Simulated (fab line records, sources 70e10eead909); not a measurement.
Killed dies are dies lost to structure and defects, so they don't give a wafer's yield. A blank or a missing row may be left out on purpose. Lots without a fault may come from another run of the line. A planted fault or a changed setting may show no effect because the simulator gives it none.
fab line records | flow nand_harc
record lots=6 wafers=18 last_day=24
route steps=1159 shown P_CONTACT@233 END@1159
lots that met no fault: from a run of the same line without faults
start_h: hours from the record's first day to the start of the lot's first wafer shown | wait_h: hours since the lot's step before | " the same as in the row above | L1.1+2: a row that stands for several wafers | - no value, or no start given | * or withheld: withheld | < > ~ a bound
route shown NAME@n: a module of which the file shows steps, and the number in the route of the first | usual: mean/standard deviation of fault-free wafers | same: alike in all rows | chamber/n: place in a boat | sites: the reading at each site | _std_site: their standard deviation | _edge_site: outer sites' mean less inner sites' | radius_mm: how far each site lies from the wafer's centre | mask NAME#n: copy n | behind: the tool/chamber that last shaped the wafer | hold: why the lot was held/for how many hours/how that ended | device: the transistor (n, p or np) that didn't switch | end of line: the same wafers' tests at the end of the route | a step without rows: its recipe alone | killed: dies lost to structure and defects at the first sort, not the wafer's yield | map: a wafer's dies, x killed, . not, _ none there
set.NAME: the setting as run; set.NAME@STEP: as run at that earlier step | model.NAME: the simulator's own value behind a step, which no gauge read
lots at some steps of the route; a table a step, a row a wafer
services: from which hour (start_h, from the record's first day; less than 0 if before it) a tool's chamber was out of use, for how many hours, and why
## steps
# step NHARC_P_CONTACT_OVL_MEAS_13
# usual overlay_x_nm=-0.6/0.7 overlay_y_nm=0.0/0.95
# columns lot.wafer tool chamber start_h wait_h overlay_x_nm overlay_y_nm
L672.1 overlay-01 - 122.09 - -0.4 -0.7
L672.2 " - " " -0.5 -0.4
L672.6 " - " " -0.8 -0.3
L680.3 overlay-02 - 180.01 - -1.6 -1.8
L680.4 " - " " -1.1 -0.8
L680.6 " - " " -1.3 -0.8
L688.1 overlay-02 - 217.34 - -1.9 0.5
L688.3 " - " " -1.5 0.6
L688.6 " - " " -2.2 0.2
L691.2 overlay-01 - 231.24 - 0.5 0.5
L691.3 " - " " 0.5 0.1
L691.5 " - " " 0.9 0.7
L690.2 overlay-01 - 231.75 - -0.5 -0.2
L690.3 " - " " -1.3 0.0
L690.5 " - " " -1.4 0.2
L693.2 overlay-02 - 247.62 - -0.4 1.4
L693.3 " - " " -0.5 2.0
L693.5 " - " " -0.3 1.7
# step NHARC_P_CONTACT_INSPECT_14
# usual raw_defect_count=3.5/2.3
# columns lot.wafer tool chamber start_h wait_h raw_defect_count
L672.1 defect_inspect-01 - 122.13 0.0 2
L672.2 " - " " 1
L672.6 " - " " 11
L680.3 defect_inspect-02 - 180.05 0.0 2
L680.4 " - " " 3
L680.6 " - " " 1
L688.1 defect_inspect-02 - 217.38 0.0 4
L688.3 " - " " 5
L688.6 " - " " 4
L691.2 defect_inspect-02 - 231.29 0.1 1
L691.3 " - " " 4
L691.5 " - " " 2
L690.2 defect_inspect-02 - 231.79 0.0 3
L690.3 " - " " 3
L690.5 " - " " 3
L693.2 defect_inspect-02 - 247.66 0.0 4
L693.3 " - " " 10
L693.5 " - " " 10
# step NHARC_P_CONTACT_DESCUM_17
# recipe time_s=3 o2_flow_sccm=200 ar_flow_sccm=0 bias_power_w=0 chemistry=O2
# step NHARC_P_CONTACT_ETCH_35
# recipe target_depth_a=390 over_etch_frac=0.3 time_s=65 ion_energy_ev=80 cf4_flow_sccm=150 ar_flow_sccm=0 rf_w=300 bias_w=100 chemistry=CF4
# step NHARC_P_CONTACT_ETCH_36
# recipe target_depth_a=2600 over_etch_frac=0.25 time_s=406.25 ion_energy_ev=200 n2_flow_sccm=150 h2_flow_sccm=150 ar_flow_sccm=0 rf_w=400 bias_w=150 chemistry=N2/H2
# step NHARC_P_CONTACT_ETCH_18
# recipe target_depth_a=4810 time_s=240.5 c4f8_flow_sccm=20 o2_flow_sccm=10 ar_flow_sccm=withheld rf_w=600 bias_w=1500 chemistry=C4F8/O2/Ar
# usual oes_product_au=0.953/0.02 rf_fwd_power_W=598.3/2 rf_vpp_V=976/5.6
# columns lot.wafer tool chamber start_h wait_h oes_product_au rf_fwd_power_W rf_hours_counter_h rf_vpp_V
L672.2 rie_diel-11 0 - - 0.920 602.1 11 972
L672.1 " 1 " " 0.912 598.6 12 977
L672.6 " 2 " " 0.900 596.8 - 972
L680.4 rie_diel-11 1 - - 0.945 596.6 17 978
L680.3 " 2 " " 0.954 597.8 13 973
L680.6 " 0 " " 0.960 597.4 - 972
L688.1 rie_diel-09 2 - - 0.964 597.9 12 969
L688.3 " 1 " " 0.955 596.8 13 988
L688.6 " 3 " " 0.983 598.7 - 972
L691.3 rie_diel-09 0 - - 0.957 597.9 15 980
L691.2 " 1 " " 0.966 597.5 14 988
L691.5 " 0 " " 0.961 598.5 - 981
L690.2 rie_diel-11 2 - - 0.924 596.4 5 972
L690.3 " 3 " " 0.952 597.9 5 973
L690.5 " 1 " " 0.923 595.1 - 978
L693.3 rie_diel-02 1 - - 0.938 596.5 34 972
L693.2 " 3 " " 0.979 597.0 36 971
L693.5 " 2 " " 0.962 600.5 - 981
# step NHARC_P_CONTACT_STRIP_37
# recipe c4f8_flow_sccm=withheld o2_flow_sccm=8 ar_flow_sccm=withheld bias_w=0 chemistry=C4F8/O2/Ar
# step NHARC_P_CONTACT_ETCH_31
# recipe target_depth_a=300 time_s=85.7 ion_energy_ev=120 over_etch_frac=1 ch3f_flow_sccm=50 o2_flow_sccm=30 ar_flow_sccm=200 rf_w=500 bias_w=100 chemistry=CH3F/O2
# usual drypump_motor_current_A=5.62/0.29 oes_product_au=0.975/0.016 rf_fwd_power_W=496.6/1.7 rf_vpp_V=243.8/1.6 showerhead_plenum_p_Torr=2.42/0.099 throttle_valve_pct=20.662/0.0092
# columns lot.wafer tool chamber start_h wait_h drypump_motor_current_A oes_product_au rf_fwd_power_W rf_hours_counter_h rf_vpp_V showerhead_plenum_p_Torr throttle_valve_pct
L672.1 rie_diel-11 0 - - 5.38 0.951 499.5 11 244.1 2.34 20.655
L672.2 " 1 " " 5.53 0.941 496.9 12 244.1 2.45 20.666
L672.6 " 2 " " 5.58 0.930 496.0 - 244.2 2.36 20.670
L680.4 rie_diel-11 0 - - 5.38 0.979 497.9 17 243.9 2.34 20.655
L680.3 " 2 " " 5.56 0.955 493.8 13 242.8 2.36 20.650
L680.6 " 0 " " 5.40 0.986 498.6 - 243.6 2.34 20.668
L688.1 rie_diel-09 0 - - 5.38 0.983 496.5 13 245.5 2.50 20.663
L688.3 " 2 " " 5.80 0.982 495.0 12 242.5 2.31 20.665
L688.6 " 3 " " 5.53 0.996 498.5 - 242.1 2.35 20.669
L691.2 rie_diel-09 0 - - 5.36 0.981 497.2 15 245.1 2.50 20.661
L691.3 " 1 " " 5.71 0.999 494.7 14 247.3 2.63 20.668
L691.5 " 3 " " 5.53 0.991 497.3 - 243.1 2.35 20.648
L690.2 rie_diel-11 1 - - 5.49 0.971 495.5 6 244.4 2.45 20.679
L690.3 " 0 " " 5.40 0.992 497.7 6 240.5 2.34 20.649
L690.5 " 1 " " 5.49 0.976 494.4 - 243.9 2.45 20.672
L693.2 rie_diel-02 2 - - 6.53 0.991 496.0 26 245.5 2.52 20.670
L693.3 " 1 " " 5.20 0.976 494.9 34 241.8 2.33 20.654
L693.5 " 2 " " 6.51 0.998 499.0 - 244.1 2.52 20.667
# step NHARC_P_CONTACT_CD_MEAS_19
# usual cd_nm=90.5/1.8
# columns lot.wafer tool chamber start_h wait_h cd_nm
L672.1 cd_sem-01 - 123.06 - 91.8
L672.2 " - " " 91.4
L672.6 " - " " 92.8
L680.3 cd_sem-03 - 180.99 - 92.6
L680.4 " - " " 88.4
L680.6 " - " " 87.1
L688.1 cd_sem-03 - 218.31 - 93.9
L688.3 " - " " 89.2
L688.6 " - " " 89.8
L691.2 cd_sem-01 - 232.27 - 92.2
L691.3 " - " " 89.8
L691.5 " - " " 87.4
L690.2 cd_sem-01 - 232.84 - 92.0
L690.3 " - " " 88.3
L690.5 " - " " 90.4
L693.2 cd_sem-02 - 248.99 - 89.3
L693.3 " - " " 91.9
L693.5 " - " " 88.5
# step NHARC_P_CONTACT_STRIP_28
# recipe o2_flow_sccm=500 ar_flow_sccm=0 bias_w=0 chemistry=O2
# usual drypump_motor_current_A=5.61/0.27 oes_product_au=0.995/0.012 rf_vpp_V=57.6/0.81 showerhead_plenum_p_Torr=3.47/0.14 throttle_valve_pct=17.037/0.009
# columns lot.wafer tool chamber start_h wait_h drypump_motor_current_A oes_product_au rf_hours_counter_h rf_vpp_V showerhead_plenum_p_Torr throttle_valve_pct
L672.2 rie_diel-11 3 123.15 0.1 5.91 1.002 11 57.0 3.45 17.032
L672.1 " 1 " " 5.52 0.991 12 57.0 3.52 17.054
L672.6 " 3 " " 5.91 1.003 - 57.8 3.45 17.029
L680.3 rie_diel-09 1 181.07 0.1 5.71 0.992 9 58.6 3.77 17.023
L680.4 " 2 " " 5.82 0.993 8 57.7 3.32 17.044
L680.6 " 0 " " 5.42 0.998 - 56.4 3.58 17.042
L688.1 rie_diel-09 2 218.38 0.1 5.85 1.002 12 57.1 3.32 17.041
L688.3 " 3 " " 5.56 1.014 12 57.4 3.37 17.043
L688.6 " 3 " " 5.57 1.025 - 57.2 3.37 17.041
L691.3 rie_diel-02 0 232.34 0.1 4.93 1.005 28 57.2 3.79 17.037
L691.2 " 2 " " 6.50 0.989 20 59.1 3.61 17.047
L691.5 " 1 " " 5.26 0.979 - 57.6 3.35 17.017
L690.3 rie_diel-11 1 232.95 0.1 5.48 0.966 6 58.1 3.52 17.032
L690.2 " 2 " " 5.57 0.972 5 55.9 3.38 17.035
L690.5 " 3 " " 5.88 0.998 - 57.4 3.44 17.038
L693.2 rie_diel-11 3 249.08 0.1 5.93 0.999 7 58.4 3.44 17.042
L693.3 " 1 " " 5.50 0.977 7 57.9 3.51 17.031
L693.5 " 3 " " 5.91 1.009 - 56.8 3.44 17.037
# step NHARC_P_CONTACT_STRIP_29
# recipe time_s=1200 temp_c=72.5 chemistry=post_etch_residue_remover
# step NHARC_P_CONTACT_DEGAS_38
# recipe temp_c=300 time_s=60
# usual heater_power_w=464/46
# columns lot.wafer tool chamber start_h wait_h heater_power_w
L672.2 pvd_sputter-03 - 123.77 - 512
L672.1 " - " " 517
L672.6 " - " " 413
L680.4 pvd_sputter-02 - 181.69 - 411
L680.3 " - " " 399
L680.6 " - " " 395
L688.3 pvd_sputter-03 - 219.05 - 490
L688.1 " - " " 495
L688.6 " - " " 401
L691.3 pvd_sputter-01 - 233.05 - 468
L691.2 " - " " 481
L691.5 " - " " 446
L690.3 pvd_sputter-03 - 233.63 - 500
L690.2 " - " " 392
L690.5 " - " " 483
L693.3 pvd_sputter-01 - 249.70 - 486
L693.2 " - " " 473
L693.5 " - " " 486
# step NHARC_P_CONTACT_PRE_CLEAN_39
# recipe time_s=19.5 bias_v=250 gas=Ar
# usual time_s=19.5/0
# columns lot.wafer tool chamber start_h wait_h time_s
L672.1 pvd_sputter-03 - 123.85 - 19.5
L672.2 " - " " 19.5
L672.6 " - " " 19.5
L680.4 pvd_sputter-02 - 181.77 - 19.5
L680.3 " - " " 19.5
L680.6 " - " " 19.5
L688.1 pvd_sputter-03 - 219.11 - 14.752
L688.3 " - " " 14.752
L688.6 " - " " 14.752
L691.2 pvd_sputter-01 - 233.11 - 19.5
L691.3 " - " " 19.5
L691.5 " - " " 19.5
L690.2 pvd_sputter-03 - 233.79 - 14.752
L690.3 " - " " 14.752
L690.5 " - " " 14.752
L693.3 pvd_sputter-01 - 249.77 - 19.5
L693.2 " - " " 19.5
L693.5 " - " " 19.5
# step NHARC_P_CONTACT_PVD_32
# recipe target_thk_a=50 chamber_pressure_pa=5 power_w=5000 substrate_temp_c=200 time_s=17.7 material=Ti
# usual throttle_valve_pct=29.9/0.85
# columns lot.wafer tool chamber start_h wait_h throttle_valve_pct
L672.1 pvd_sputter-03 - - - 30.0
L672.2 " - " " 31.3
L672.6 " - " " 30.5
L680.3 pvd_sputter-02 - - - 30.0
L680.4 " - " " 31.3
L680.6 " - " " 29.4
L688.3 pvd_sputter-03 - - - 29.0
L688.1 " - " " 30.1
L688.6 " - " " 28.6
L691.2 pvd_sputter-01 - - - 29.2
L691.3 " - " " 30.8
L691.5 " - " " 30.6
L690.3 pvd_sputter-03 - - - 28.9
L690.2 " - " " 29.1
L690.5 " - " " 28.4
L693.3 pvd_sputter-01 - - - 29.7
L693.2 " - " " 29.3
L693.5 " - " " 30.5
# step NHARC_END_SORT_01
# recipe temp_c=25
# usual killed_at_array=28/11 killed_at_other=0.6/0.85 killed_at_periphery=2.8/2.3 killed_dies=31/11 killed_open=3.1/1.6 killed_short=2.0/1.4
# same gross_dies=677
# columns lot.wafer tool chamber start_h wait_h killed_at_array killed_at_other killed_at_periphery killed_dies killed_open killed_short
L672.1 prober-02 0 455.52 2.5 14 1 2 17 3 5
L672.2 prober-02 0 456.33 2.8 8 3 2 13 2 0
L672.6 prober-02 0 459.57 4.0 12 0 6 18 3 1
L680.3 prober-01 0 517.12 3.1 17 1 5 23 4 1
L680.4 prober-01 0 517.91 3.4 16 0 0 16 0 1
L680.6 prober-01 0 519.50 4.0 14 0 1 15 2 0
L688.1 prober-02 0 531.77 2.5 52 0 11 63 8 3
L688.3 prober-02 0 533.33 3.1 36 1 5 42 1 2
L688.6 prober-02 0 535.68 3.9 40 0 3 43 2 1
L690.2 prober-02 0 567.94 2.8 16 0 3 19 6 1
L690.3 prober-02 0 568.74 3.1 12 3 3 18 4 2
L690.5 prober-02 0 570.34 3.7 18 0 3 21 5 0
L693.2 prober-01 0 573.64 2.8 25 3 3 31 0 2
L693.3 prober-01 0 574.44 3.1 31 3 8 42 1 0
L693.5 prober-01 0 576.05 3.7 31 4 9 44 5 1
L691.2 prober-01 0 581.49 2.8 50 0 0 50 0 2
L691.3 prober-01 0 582.29 3.1 58 0 1 59 3 1
L691.5 prober-01 0 583.89 3.7 46 0 3 49 3 2
# killed by level:class
L672.1 A_WL_FILL:chamber_film_flake=4 A_STAIRCASE:chamber_film_flake=3 A_CONTACT:geometric_particle:open=2 P_GATE:geometric_particle:short=1 P_CONTACT:geometric_particle:short=1 A_SOURCE_PLATE:geometric_particle:open=1 A_CHANNEL_FILL_D1:geometric_particle:short=1 A_WL_FILL:geometric_particle:short=1
L672.2 A_CHANNEL_HOLE_D1:chamber_film_flake=3 A_CONTACT:chamber_film_flake=3 THIN_TSV:chamber_film_flake=3 P_CONTACT:geometric_particle:open=1 A_CONTACT:geometric_particle:open=1 P_GATE:chamber_film_flake=1 A_STAIRCASE:chamber_film_flake=1
L672.6 A_CHANNEL_HOLE_D1:chamber_film_flake=3 A_WL_FILL:chamber_film_flake=3 P_STI:chamber_film_flake=2 A_CHANNEL_FILL_D1:chamber_film_flake=2 P_STI:geometric_particle:short=1 P_CONTACT:geometric_particle:open=1 P_M2:geometric_particle:open=1 A_M0:geometric_particle:open=1
L680.3 P_M2:chamber_film_flake=4 A_STAIRCASE:chamber_film_flake=4 A_CHANNEL_HOLE_D1:chamber_film_flake=3 A_WL_FILL:geometric_particle:open=2 A_CONTACT:chamber_film_flake=2 P_M0:geometric_particle:open=1 A_CHANNEL_FILL_D1:geometric_particle:short=1 STARTING-WAFER:geometric_particle:open=1
L680.4 A_STAIRCASE:chamber_film_flake=7 A_CONTACT:chamber_film_flake=5 A_CHANNEL_HOLE_D1:chamber_film_flake=2 A_WL_FILL:geometric_particle:short=1 A_ZERO_WELL:chamber_film_flake=1
L680.6 A_STAIRCASE:chamber_film_flake=4 A_ZERO_WELL:chamber_film_flake=3 A_CHANNEL_HOLE_D1:chamber_film_flake=3 A_BONDPAD:chamber_film_flake=2 P_CONTACT:geometric_particle:open=1 A_CHANNEL_FILL_D1:geometric_particle:open=1 A_CHANNEL_FILL_D1:chamber_film_flake=1
L688.1 A_CHANNEL_HOLE_D1:chamber_film_flake=25 A_SLIT:chamber_film_flake=22 P_GATE:geometric_particle:open=3 P_M0:geometric_particle:open=3 A_CONTACT:chamber_film_flake=3 P_ZERO_WELL:chamber_film_flake=2 P_CONTACT:geometric_particle:open=1 P_CONTACT:geometric_particle:short=1
L688.3 A_CHANNEL_HOLE_D1:chamber_film_flake=24 A_SLIT:chamber_film_flake=8 P_ZERO_WELL:chamber_film_flake=4 A_CONTACT:chamber_film_flake=2 P_M0:geometric_particle:short=1 A_CONTACT:geometric_particle:open=1 A_BLC:geometric_particle:short=1 HYBRID_BOND:latent=1
L688.6 A_CHANNEL_HOLE_D1:chamber_film_flake=20 A_SLIT:chamber_film_flake=14 P_ZERO_WELL:chamber_film_flake=3 A_CONTACT:chamber_film_flake=2 A_ONON_D1:geometric_particle:open=1 A_CHANNEL_FILL_D1:geometric_particle:short=1 A_M0:geometric_particle:open=1 A_ZERO_WELL:chamber_film_flake=1
L690.2 A_CHANNEL_HOLE_D1:chamber_film_flake=7 A_SGD_CUT:chamber_film_flake=3 P_CONTACT:geometric_particle:open=2 A_CONTACT:chamber_film_flake=2 P_STI:geometric_particle:open=1 A_SOURCE_PLATE:geometric_particle:open=1 A_CHANNEL_FILL_D1:geometric_particle:open=1 A_WL_FILL:geometric_particle:short=1
L690.3 A_CHANNEL_HOLE_D1:chamber_film_flake=4 A_SGD_CUT:chamber_film_flake=4 THIN_TSV:chamber_film_flake=3 P_CONTACT:geometric_particle:open=2 P_M2:geometric_particle:open=1 A_CHANNEL_FILL_D1:geometric_particle:short=1 A_WL_FILL:geometric_particle:short=1 A_CONTACT:geometric_particle:open=1
L690.5 A_CHANNEL_HOLE_D1:chamber_film_flake=7 A_CONTACT:chamber_film_flake=3 A_SGD_CUT:chamber_film_flake=2 A_M1:chamber_film_flake=2 P_CONTACT:geometric_particle:open=1 P_M0:geometric_particle:open=1 A_ONON_D1:geometric_particle:open=1 A_WL_FILL:geometric_particle:open=1
L693.2 A_SLIT:chamber_film_flake=18 THIN_TSV:chamber_film_flake=3 A_WL_FILL:geometric_particle:short=1 A_M1:geometric_particle:short=1 P_STI:chamber_film_flake=1 P_GATE:chamber_film_flake=1 P_BONDPAD:chamber_film_flake=1 A_CHANNEL_HOLE_D1:unspecified=1
L693.3 A_SLIT:chamber_film_flake=18 P_STI:chamber_film_flake=6 A_CHANNEL_HOLE_D1:unspecified=3 A_CONTACT:chamber_film_flake=3 THIN_TSV:chamber_film_flake=3 A_CHANNEL_HOLE_D1:chamber_film_flake=2 A_CHANNEL_FILL_D1:chamber_film_flake=2 A_BLC:geometric_particle:open=1
L693.5 A_SLIT:chamber_film_flake=13 P_STI:chamber_film_flake=8 A_CONTACT:chamber_film_flake=5 THIN_TSV:chamber_film_flake=4 A_CHANNEL_FILL_D1:chamber_film_flake=3 A_CONTACT:geometric_particle:open=2 A_CHANNEL_HOLE_D1:unspecified=2 A_ONON_D1:geometric_particle:open=1
L691.2 A_CHANNEL_HOLE_D1:chamber_film_flake=24 A_SLIT:chamber_film_flake=18 A_CONTACT:chamber_film_flake=3 A_WL_FILL:chamber_film_flake=2 A_ONON_D1:geometric_particle:short=1 A_WL_FILL:geometric_particle:short=1 A_SGD_CUT:chamber_film_flake=1
L691.3 A_CHANNEL_HOLE_D1:chamber_film_flake=31 A_SLIT:chamber_film_flake=18 A_CONTACT:chamber_film_flake=4 A_SGD_CUT:chamber_film_flake=2 P_M1:geometric_particle:open=1 A_CHANNEL_FILL_D1:geometric_particle:open=1 A_WL_FILL:geometric_particle:open=1 A_M0:geometric_particle:short=1
L691.5 A_SLIT:chamber_film_flake=17 A_CHANNEL_HOLE_D1:chamber_film_flake=17 A_CONTACT:chamber_film_flake=5 P_GATE:geometric_particle:open=1 P_M0:geometric_particle:short=1 A_ONON_D1:geometric_particle:short=1 A_ONON_D1:geometric_particle:open=1 A_CHANNEL_FILL_D1:geometric_particle:open=1
## services
# columns tool chamber start_h hours kind
rie_diel-09 - 99.94 0.4 repair
pvd_sputter-03 - 102.00 10.0 pm
rie_diel-11 0 119.98 - clean
rie_diel-11 1 119.98 - clean
rie_diel-11 2 119.98 - clean
rie_diel-11 3 119.98 - clean
rie_diel-02 2 133.82 49.2 repair
rie_diel-02 1 139.90 6.9 repair
pvd_sputter-03 - 144.15 2.6 repair
rie_diel-11 0 144.48 - clean
rie_diel-11 1 144.48 - clean
rie_diel-11 2 144.48 - clean
rie_diel-11 3 144.48 - clean
rie_diel-02 - 150.83 9.0 pm
pvd_sputter-01 - 158.00 10.0 pm
rie_diel-11 0 168.98 - clean
rie_diel-11 1 168.98 - clean
rie_diel-11 2 168.98 - clean
pvd_sputter-01 - 172.96 3.9 repair
rie_diel-09 - 182.37 1.0 repair
rie_diel-11 - 189.98 9.0 pm
pvd_sputter-02 - 203.59 1.1 repair
pvd_sputter-02 - 214.01 10.0 pm
rie_diel-09 1 220.03 5.9 repair
## key
first_sign step=NHARC_P_CONTACT_PRE_CLEAN_39 reading=time_s direction=down sigmas=99+ usual=* struck=*
effect none on later readings
met_at NHARC_P_CONTACT_PRE_CLEAN_39
struck_wafers L688.1,L688.3,L688.6,L690.2,L690.3,L690.5
tester_left_out L688,L690
onset_between 123.85 219.11
fault kind=process_parameter_drift tool=pvd_sputter-03 chamber=- onset_h=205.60 steps=NHARC_P_CONTACT_PRE_CLEAN_39 channel=time_s offset=* shape=step end_h=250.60 acts_in=* stated=*
# tester_left_out: of these lots the tester's yield and bins aren't shown, on N5 and GAA mostly nor the transistor test; their killed dies are dies lost to structure and defects alone, not to doping, threshold or leakage, so they don't give the yield
